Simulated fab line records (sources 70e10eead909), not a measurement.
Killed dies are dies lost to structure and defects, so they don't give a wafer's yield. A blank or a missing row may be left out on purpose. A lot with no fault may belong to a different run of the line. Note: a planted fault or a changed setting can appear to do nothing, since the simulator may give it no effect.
A single fault, viewed from 2 desks | flow nand_harc | what lay behind the numbers comes last; until then each desk has only its own

== THE TOOL OWNER'S DESK: rie_diel-03 ==
The tool's own readings at NHARC_A_CONTACT_ETCH_91 (etches the open film in CH3F/O2, target depth 40 nm, time 85.7 s): means of the sampled wafers that have a number, for each lot that ran on this tool. A lot is out of limits, marked OUT, if its mean lies more than 4 standard deviations from the usual mean; the brackets give that distance.
Columns: A = bias_w at NHARC_A_CONTACT_ETCH_91, usual 100.0 W; B = drypump_motor_current_A at NHARC_A_CONTACT_ETCH_91, usual 5.8 A; C = oes_product_au at NHARC_A_CONTACT_ETCH_91, usual 0.930 a.u.; D = rf_vpp_V at NHARC_A_CONTACT_ETCH_91, usual 243.9 V; E = showerhead_plenum_p_Torr at NHARC_A_CONTACT_ETCH_91, usual 2.42 Torr; F = throttle_valve_pct at NHARC_A_CONTACT_ETCH_91, usual 20.662 %
lot  | first seen here | A     | B   | C     | D     | E    | F
L100 | day 16 22:56    | 100.2 | 5.9 | 0.922 | 244.9 | 2.48 | 20.658
L104 | day 17 03:22    | 100.1 | 6.1 | 0.927 | 242.6 | 2.37 | 20.669
L103 | day 17 22:15    | 100.0 | 6.1 | 0.928 | 242.8 | 2.40 | 20.659
L108 | day 18 21:20    | 99.9  | 6.1 | 0.924 | 242.9 | 2.40 | 20.666
L117 | day 21 02:53    | 100.0 | 5.9 | 0.924 | 244.3 | 2.47 | 20.663
L118 | day 21 09:01    | 99.9  | 5.9 | 0.927 | 244.3 | 2.47 | 20.668
This desk found nothing out of limits on any of the 6 lots.

== FROM THE METROLOGY DESK ==
What the gauges read for every lot (on any tool): the sampled wafers with a number, averaged. A lot is out of limits, marked OUT, if its mean lies more than 4 standard deviations from the usual mean; the brackets give that distance.
Columns: A = cd_nm at NHARC_THIN_TSV_CD_MEAS_33, usual 4999.1 nm
lot  | first seen here | A
L100 | day 19 05:41    | 5001.4
L104 | day 19 07:05    | 4997.7
L101 | day 19 08:23    | 4999.5
L102 | day 19 09:28    | 5000.3
L103 | day 20 00:22    | 4997.6
L108 | day 21 05:44    | 4999.4
L106 | day 21 09:10    | 4997.4
L109 | day 21 15:39    | 4996.0
L117 | day 23 14:38    | 5000.1
L118 | day 23 23:08    | 5000.9
L119 | day 24 03:01    | 4998.1
L121 | day 24 21:17    | 4997.8
L122 | day 25 04:04    | 5000.2
This desk found nothing out of limits on any of the 13 lots.

== PUT TOGETHER ==
Nothing out of limits was seen by the tool owner's desk.
From the metrology desk's view, nothing was out of limits.

== WHAT THE SIMULATOR PUT IN ==
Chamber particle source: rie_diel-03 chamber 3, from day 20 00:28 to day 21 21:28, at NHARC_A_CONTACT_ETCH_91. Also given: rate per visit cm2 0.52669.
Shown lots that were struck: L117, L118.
